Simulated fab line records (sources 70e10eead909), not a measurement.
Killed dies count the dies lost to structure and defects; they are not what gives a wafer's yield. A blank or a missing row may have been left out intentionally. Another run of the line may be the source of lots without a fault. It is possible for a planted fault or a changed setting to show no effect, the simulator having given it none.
Matching of chambers | flow nand harc | NHARC_P_BONDPAD_DEP_00 on pecvd-01 has 3 sister chambers
The step deposits SiCN, target thk 250 nm. 16 wafers are shown with their chamber, then 8 later ones without.

== WAFERS WITH THEIR CHAMBER ==
wafer  | chamber | heater power w (W)
L076.1 | 1       | 682
L076.4 | 0       | 574
L076.6 | 2       | 504
L081.3 | 0       | 603
L081.4 | 1       | 808
L081.5 | 2       | 546
L085.4 | 1       | 699
L085.5 | 0       | 640
L085.6 | 2       | 554
L086.2 | 2       | 473
L086.5 | 0       | 661
L086.6 | 2       | 486
L090.2 | 1       | 776
L090.3 | 2       | 457
L090.6 | 0       | 623
L091.1 | 1       | 751

SIGNATURES, as means of the wafers listed above
reading        | chamber 0 | chamber 1 | chamber 2 | scatter within a chamber
heater power w | 620.20    | 743.20    | 503.33    | 42.3
Rule: for each reading, subtract the chamber's mean from the wafer's reading, divide by that reading's scatter and square the result; add these up over the readings and take the root, which gives the wafer's distance from the chamber. The wafer belongs to the nearest chamber; if the next one is less than 2 further off, it can't be placed. The scatter is the square root of a quotient: the sum, over the shown wafers, of each reading's squared deviation from its chamber's mean, divided by wafers minus chambers.

== WAFERS WHOSE CHAMBER IS MISSING ==
wafer  | heater power w (W)
L091.4 | 775
L091.6 | 503
L095.2 | 740
L095.4 | 720
L095.5 | 749
L097.1 | 510
L097.3 | 727
L097.5 | 677

== THE CHAMBER EACH PASSED THROUGH ==
wafer  | from the rows above     | in truth
L091.4 | 1                       | 1
L091.6 | 2                       | 2
L095.2 | 1                       | 1
L095.4 | can't be placed: 1 or 0 | 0
L095.5 | 1                       | 1
L097.1 | 2                       | 2
L097.3 | 1                       | 1
L097.5 | can't be placed: 0 or 1 | 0
Correctly placed: 6 of 8. Unplaceable from these rows: 2, with the true chamber sitting among the candidates in 2. Placed wrongly: 0.
